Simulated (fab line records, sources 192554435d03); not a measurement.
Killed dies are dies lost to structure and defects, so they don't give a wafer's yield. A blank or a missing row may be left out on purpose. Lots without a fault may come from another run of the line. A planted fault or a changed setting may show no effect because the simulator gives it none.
Which tool did it? | flow n5_finfet | 11 lots, 33 wafers sampled, at 4 steps of a route of 1938

WHAT THE GAUGES READ, wafer by wafer
N5_BEOL_M4_RC_MEAS_101. Usual: DIBL_N 36.9 mV/V, standard deviation 1.6; DIBL_P 37.1 mV/V, standard deviation 2; IOFF_N 0.17 nA/um, standard deviation 0.032; IOFF_P 0.22 nA/um, standard deviation 0.036; ION_N 674 uA/um, standard deviation 12; ION_P 463 uA/um, standard deviation 7.8; SS_N 71.7 mV/dec, standard deviation 0.63; SS_P 73.5 mV/dec, standard deviation 0.62; VT_N 249 mV, standard deviation 3.3; VT_P -250 mV, standard deviation 3.5.
lot  | measured     | on        | DIBL_N (mV/V)  | DIBL_P (mV/V)  | IOFF_N (nA/um) | IOFF_P (nA/um) | ION_N (uA/um) | ION_P (uA/um) | SS_N (mV/dec)  | SS_P (mV/dec)  | VT_N (mV)   | VT_P (mV)      | flag
L675 | day 8 17:02  | prober-01 | 37.0 37.6 38.1 | 37.2 38.0 38.1 | 0.15 0.16 0.16 | 0.19 0.21 0.20 | 652 668 663   | 448 462 453   | 70.9 71.8 71.5 | 74.1 74.3 73.8 | 251 252 252 | -257 -253 -253 |
L676 | day 9 03:10  | prober-01 | 38.6 36.9 35.1 | 39.4 39.0 35.2 | 0.20 0.18 0.14 | 0.29 0.29 0.21 | 679 689 664   | 469 474 464   | 71.8 72.1 71.2 | 74.3 73.9 73.3 | 247 249 252 | -246 -246 -248 |
L678 | day 9 14:29  | prober-02 | 34.2 35.7 35.4 | 32.1 35.6 34.8 | 0.12 0.14 0.14 | 0.15 0.20 0.19 | 660 669 672   | 453 458 463   | 70.8 70.7 70.8 | 73.2 73.9 72.8 | 254 252 251 | -257 -251 -253 |
L679 | day 9 17:31  | prober-01 | 34.4 36.5 37.6 | 35.1 37.8 37.8 | 0.13 0.17 0.18 | 0.20 0.25 0.25 | 658 667 674   | 452 463 464   | 70.9 71.6 72.0 | 72.9 73.6 73.8 | 252 248 247 | -250 -246 -245 |
L681 | day 10 20:43 | prober-01 | 35.6 35.7 34.7 | 37.6 37.9 36.8 | 0.16 0.16 0.14 | 0.21 0.22 0.20 | 676 674 659   | 466 458 459   | 71.0 71.9 71.3 | 73.9 73.2 72.9 | 250 250 254 | -249 -252 -252 |
L684 | day 11 00:10 | prober-02 | 39.5 39.5 37.1 | 37.4 37.6 34.6 | 0.17 0.18 0.13 | 0.19 0.20 0.15 | 668 687 661   | 444 466 450   | 72.3 72.0 71.7 | 73.3 74.1 72.9 | 248 247 255 | -253 -252 -258 |
L686 | day 11 01:46 | prober-01 | 37.2 36.7 38.8 | 38.2 37.3 38.7 | 0.17 0.16 0.20 | 0.24 0.22 0.25 | 681 685 680   | 473 474 455   | 71.6 71.9 72.4 | 73.7 72.7 73.4 | 248 249 246 | -249 -252 -249 |
L685 | day 11 09:43 | prober-01 | 33.2 34.9 34.9 | 33.8 38.0 36.9 | 0.11 0.13 0.14 | 0.13 0.19 0.17 | 658 650 664   | 451 451 457   | 71.9 71.8 71.5 | 72.2 72.7 72.2 | 258 258 252 | -257 -253 -254 |
L692 | day 12 16:58 | prober-01 | 36.1 41.5 36.2 | 33.3 40.4 33.7 | 0.14 0.26 0.14 | 0.20 0.34 0.20 | 668 700 674   | 458 481 465   | 70.9 71.9 71.4 | 72.6 74.8 72.5 | 251 243 251 | -249 -241 -247 |
L693 | day 13 10:24 | prober-02 | 38.9 36.9 35.1 | 36.3 34.8 33.3 | 0.19 0.15 0.13 | 0.25 0.23 0.20 | 672 674 666   | 465 463 462   | 73.1 71.7 71.1 | 74.1 74.1 73.0 | 250 251 253 | -247 -249 -250 |
L696 | day 13 22:05 | prober-01 | 36.4 37.4 34.4 | 37.4 38.7 35.7 | 0.16 0.17 0.12 | 0.24 0.25 0.21 | 676 677 664   | 469 467 467   | 71.2 70.5 71.0 | 73.3 73.9 72.7 | 247 249 255 | -245 -247 -249 |

WHICH TOOL RAN EACH LOT (tool, then ch and the chambers of the sampled wafers, then the start)
lot  | N5_BEOL_M4_SPUTTER_79        | N5_BEOL_M4_SPUTTER_86        | N5_BEOL_M4_CO_CAP_55
L675 | pvd_sputter-03, day 8 14:14  | pvd_sputter-03, day 8 14:41  | cvd_co-01 ch 1,2, day 8 16:38
L676 | pvd_sputter-02, day 9 00:22  | pvd_sputter-02, day 9 00:49  | cvd_co-01 ch 0,1, day 9 02:47
L678 | pvd_sputter-03, day 9 11:21  | pvd_sputter-03, day 9 11:47  | cvd_co-01 ch 1,2, day 9 14:05
L679 | pvd_sputter-03, day 9 14:31  | pvd_sputter-03, day 9 14:57  | cvd_co-01 ch 0,2, day 9 17:08
L681 | pvd_sputter-03, day 10 17:55 | pvd_sputter-03, day 10 18:22 | cvd_co-01 ch 0,1, day 10 20:19
L684 | pvd_sputter-03, day 10 21:26 | pvd_sputter-03, day 10 21:53 | cvd_co-01 ch 0,2, day 10 23:56
L686 | pvd_sputter-01, day 10 23:06 | pvd_sputter-01, day 10 23:32 | cvd_co-02 ch 1,2, day 11 01:30
L685 | pvd_sputter-03, day 11 06:55 | pvd_sputter-03, day 11 07:22 | cvd_co-01 ch 0,1, day 11 09:20
L692 | pvd_sputter-02, day 12 14:13 | pvd_sputter-02, day 12 14:39 | cvd_co-01 ch 0,2, day 12 16:37
L693 | pvd_sputter-02, day 13 07:29 | pvd_sputter-02, day 13 07:55 | cvd_co-01 ch 0,1,2, day 13 10:10
L696 | pvd_sputter-03, day 13 19:17 | pvd_sputter-03, day 13 19:44 | cvd_co-02 ch 1,2, day 13 21:41
- N5_BEOL_M4_SPUTTER_79: material Cu, target thk 4.5 nm, time 8.29 s.
- N5_BEOL_M4_SPUTTER_86: material Cu, target thk 4.5 nm, time 8.29 s.
- N5_BEOL_M4_CO_CAP_55: material Co, precursor CCTBA/H2, target thk 2 nm, time 102.1 s.

WHAT THE TOOLS THEMSELVES READ (means of the sampled wafers that have a number; where no wafer has one, the mark that the record gives instead)
N5_BEOL_M4_SPUTTER_79. Usual: throttle_valve_pct 29.8 %, standard deviation 1.2.
lot  | tool           | throttle_valve_pct (%) | flag
L675 | pvd_sputter-03 | 29.6                   |
L676 | pvd_sputter-02 | 29.2                   |
L678 | pvd_sputter-03 | 29.5                   |
L679 | pvd_sputter-03 | 29.7                   |
L681 | pvd_sputter-03 | 29.9                   |
L684 | pvd_sputter-03 | 30.0                   |
L686 | pvd_sputter-01 | 31.3                   |
L685 | pvd_sputter-03 | 30.2                   |
L692 | pvd_sputter-02 | 30.2                   |
L693 | pvd_sputter-02 | 29.6                   |
L696 | pvd_sputter-03 | 29.5                   |

N5_BEOL_M4_SPUTTER_86. Usual: throttle_valve_pct 29.8 %, standard deviation 1.2.
lot  | tool           | throttle_valve_pct (%) | flag
L675 | pvd_sputter-03 | 29.8                   |
L676 | pvd_sputter-02 | 29.3                   |
L678 | pvd_sputter-03 | 29.7                   |
L679 | pvd_sputter-03 | 29.8                   |
L681 | pvd_sputter-03 | 29.8                   |
L684 | pvd_sputter-03 | 30.0                   |
L686 | pvd_sputter-01 | 31.4                   |
L685 | pvd_sputter-03 | 30.4                   |
L692 | pvd_sputter-02 | 30.3                   |
L693 | pvd_sputter-02 | 29.6                   |
L696 | pvd_sputter-03 | 29.5                   |

N5_BEOL_M4_CO_CAP_55. Usual: heater_power_w 260 W, standard deviation 30; run_length_s 124.9 s, standard deviation 0.58.
lot  | tool      | heater_power_w (W) | run_length_s (s) | flag
L675 | cvd_co-01 | 247                | 125.0            |
L676 | cvd_co-01 | 231                | 125.1            |
L678 | cvd_co-01 | 247                | 124.9            |
L679 | cvd_co-01 | 269                | 124.7            |
L681 | cvd_co-01 | 229                | 125.1            |
L684 | cvd_co-01 | 252                | 124.6            |
L686 | cvd_co-02 | 262                | 124.5            |
L685 | cvd_co-01 | 229                | 125.8            |
L692 | cvd_co-01 | 248                | 179.7            | OFF
L693 | cvd_co-01 | 244                | 179.6            | OFF
L696 | cvd_co-02 | 250                | 124.8            |

THE ANSWER, worked out from the rows above alone
Rule: a lot is off if the mean of its wafers that have a number lies more than 3 standard deviations from the usual mean. A lot without any number at a reading at which 4 lots or more have one is off too. The other lots that the step has rows for count as sound. The gauges are gone through in route order, then the tools' own readings, and for those a lot's mean is taken as printed above. The first step at which some lot is off is used, and at that step the reading that is off furthest; a lot without a number counts as furthest.
Off: L692, L693, at N5_BEOL_M4_CO_CAP_55 (run_length_s).
A tool fits if, at that step or a process step before it, it ran every lot that is off, and no sound lot after the first of them. Can't be told from this: 2 tools fit, pvd_sputter-02 at N5_BEOL_M4_SPUTTER_79 and N5_BEOL_M4_SPUTTER_86, cvd_co-01 at N5_BEOL_M4_CO_CAP_55.

WHAT THE SIMULATOR HAD PUT IN
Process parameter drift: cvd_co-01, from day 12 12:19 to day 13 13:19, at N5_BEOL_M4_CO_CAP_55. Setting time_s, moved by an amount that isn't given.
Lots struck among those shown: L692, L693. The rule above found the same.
